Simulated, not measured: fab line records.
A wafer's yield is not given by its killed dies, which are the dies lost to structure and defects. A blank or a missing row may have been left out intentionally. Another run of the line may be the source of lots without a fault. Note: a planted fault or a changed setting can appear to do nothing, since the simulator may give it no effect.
8D (eight disciplines) problem report, filled in by code :: flow n5Finfet :: the parts of the form that need people (team, actions taken, sign-off) are left out

## 1. WHAT IS WRONG
Wafers without a fault read 94.3 nm, standard deviation 2.3; trenchDepthNm at N5_BEOL_M6_OCD_MEAS_38 reads a mean of 83.5 nm on 6 wafers belonging to 2 lots. That puts it -4.7 standard deviations away from the usual mean.
First observed at day 12 10:52: wafer L271.1, on ocd-02. Wafers with a number at this step in the record: 25, from 9 lots. Rule for "out" (also "out of limits"): further than 4 standard deviations from the usual mean. All remaining wafers that have a number are taken as sound.

## 2. WHAT IT IS; WHAT IT IS NOT
question: which readings at this step
is: trenchDepthNm
is not: -

question: which lots
is: L271, L272
is not: L257, L261, L262, L263, L275, L278, L280

question: which wafers of those lots
is: all that have a number
is not: -

question: read on which gauges
is: ocd-01, ocd-02
is not: -

question: when
is: from day 12 10:52
is not: up to then (12 sound wafers); but 7 sound wafers of L275, L278, L280 came after

## 3. WHAT RULES OUT EACH SUSPECT
Counting: a tool at a process step up to the reading stays a suspect if it ran every lot that is out and no sound lot after the first of them.
- the gauge at N5_BEOL_M6_OCD_MEAS_38 is ruled out. Those wafers that are out were read across 2 gauges (ocd-01, ocd-02).
- rieDiel-01 at N5_BEOL_M6_STRIP_19 (strips in O2): kept. All lots that are out passed through it, beginning with L271 at day 12 08:16, and no sound lot followed; its final sound lot before that point was L257 at day 8 12:52.
- rieDiel-01 at N5_BEOL_M6_ETCH_72 (etches underlayer in N2/H2, target depth 6.5 nm, time 5.2 s): kept. All lots that are out passed through it, beginning with L271 at day 12 10:29, and no sound lot followed; its final sound lot before that point was L262 at day 9 15:46.
- rieDiel-01 at N5_BEOL_M6_TRENCH_ETCH_37 (etches SiCOH lowk in C4F6/O2, target depth 94.435 nm, time 31.5 s): kept. All lots that are out passed through it, beginning with L271 at day 12 10:43, and no sound lot followed; its final sound lot before that point was L262 at day 9 16:00. Out on those wafers are its own readings of biasW, rfVppV.
Left after counting: rieDiel-01 at N5_BEOL_M6_STRIP_19, rieDiel-01 at N5_BEOL_M6_ETCH_72, rieDiel-01 at N5_BEOL_M6_TRENCH_ETCH_37.

## 4. THE CAUSE (what the simulator had put in)
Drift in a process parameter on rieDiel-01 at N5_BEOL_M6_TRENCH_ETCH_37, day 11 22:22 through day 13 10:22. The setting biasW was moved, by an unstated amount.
After counting, 3 suspects remain, this tool included.

## 5. SEQUENCE OF EFFECTS, ordered by route
Each row: a reading whose mean over the struck wafers that have a number lies more than 3 standard deviations from the usual. Only readings whose record carries a usual standard deviation are examined. hours: median over the lots of the time between each lot's start at the first step of this table that gives one and its start at this step. sigmas: the change, counted in usual standard deviations.
hours: 0
step: N5_BEOL_M6_TRENCH_ETCH_37
reading: biasW
usual: 185.1 W
on struck wafers: 129.4
change: -55.7
sigmas: -99 or more

hours: 0
step: N5_BEOL_M6_TRENCH_ETCH_37
reading: rfVppV
usual: 674 V
on struck wafers: 521
change: -153
sigmas: -7.3

hours: 0
step: N5_BEOL_M6_OCD_MEAS_38
reading: trenchDepthNm
usual: 94.3 nm
on struck wafers: 83.5
change: -10.8
sigmas: -4.7

hours: 3
step: N5_BEOL_M6_THK_MEAS_53
reading: M6_THK
usual: 80.4 nm
on struck wafers: 69.0
change: -11.4
sigmas: -3.9

hours: 3
step: N5_BEOL_M6_RS_MEAS_57
reading: M6_RS
usual: 0.286 ohm/sq
on struck wafers: 0.344
change: +0.058
sigmas: +5.3
Here are the process steps it includes:
- N5_BEOL_M6_TRENCH_ETCH_37: etches SiCOH lowk in C4F6/O2, target depth 94.435 nm, time 31.5 s.

## 6. WHAT WOULD HAVE CAUGHT IT SOONER
The first out-of-limits reading at a measuring or inspecting step in this record came at day 12 10:52, 13 hours after the fault's start at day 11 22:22.
At N5_BEOL_M6_TRENCH_ETCH_37, the tool's own readings (biasW, rfVppV) were out on each struck wafer the step has a row for, so an alarm limit on them would have fired on the first such wafer.
Among the 2 lots that are out, L272 began N5_BEOL_M6_TRENCH_ETCH_37 on rieDiel-01 after day 12 10:52. Holding the tool at that time would have saved it.
